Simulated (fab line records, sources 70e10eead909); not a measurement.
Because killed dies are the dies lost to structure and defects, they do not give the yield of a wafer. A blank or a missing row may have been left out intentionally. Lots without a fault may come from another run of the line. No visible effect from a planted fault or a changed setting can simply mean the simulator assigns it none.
Matching of chambers + flow nand-harc + 4 sister chambers for NHARC_A_CHANNEL_FILL_D1_ETCHBACK_19 on rie-si-03
The step etches the open film in HBr/Cl2, target depth 5 nm, time 1.7 s. 8 wafers are shown with their chamber, then 7 later ones without.

## EACH WAFER AND ITS CHAMBER
| wafer  | chamber | drypump-motor-current-A (A) | oes-product-au (a.u.) |
|--------|---------|-----------------------------|-----------------------|
| L074.4 | 3       | 6.5                         | 0.990                 |
| L079.1 | 3       | 6.4                         | 1.006                 |
| L081.1 | 1       | 4.8                         | 0.995                 |
| L082.2 | 2       | 6.6                         | 1.009                 |
| L082.3 | 1       | 4.8                         | 1.007                 |
| L082.6 | 0       | 6.0                         | 0.998                 |
| L086.1 | 2       | 6.6                         | 0.995                 |
| L086.5 | 0       | 6.0                         | 0.999                 |

## WAFERS WITHOUT THEIR CHAMBER
| wafer  | drypump-motor-current-A (A) | oes-product-au (a.u.) |
|--------|-----------------------------|-----------------------|
| L086.6 | 4.8                         | 0.996                 |
| L092.4 | 6.0                         | 1.001                 |
| L092.5 | 6.0                         | 1.002                 |
| L092.6 | 4.8                         | 0.988                 |
| L096.3 | 4.8                         | 1.000                 |
| L096.4 | 4.8                         | 1.005                 |
| L096.6 | 6.4                         | 0.999                 |

## CHAMBER TAKEN BY EACH
| wafer  | from the rows above | in truth |
|--------|---------------------|----------|
| L086.6 | 1                   | 1        |
| L092.4 | 0                   | 0        |
| L092.5 | 0                   | 0        |
| L092.6 | 1                   | 1        |
| L096.3 | 1                   | 1        |
| L096.4 | 1                   | 1        |
| L096.6 | 3                   | 3        |
7 of 7 placed correctly. Can't be placed from these rows: 0. Placed wrongly: 0.
How it was worked out, from the rows above alone: a wafer's distance from a chamber is the root of the sum, over the readings, of the square of ((its reading less the chamber's mean) divided by the reading's scatter). If the next closest chamber is less than 2 further off than the closest, the wafer can't be placed; otherwise it belongs to the closest. The mean given for a chamber averages the wafers shown for that chamber. How the scatter is found: for the shown wafers, subtract from each reading the mean of its chamber, square and add these, divide the total by (wafers less chambers), then take the root.
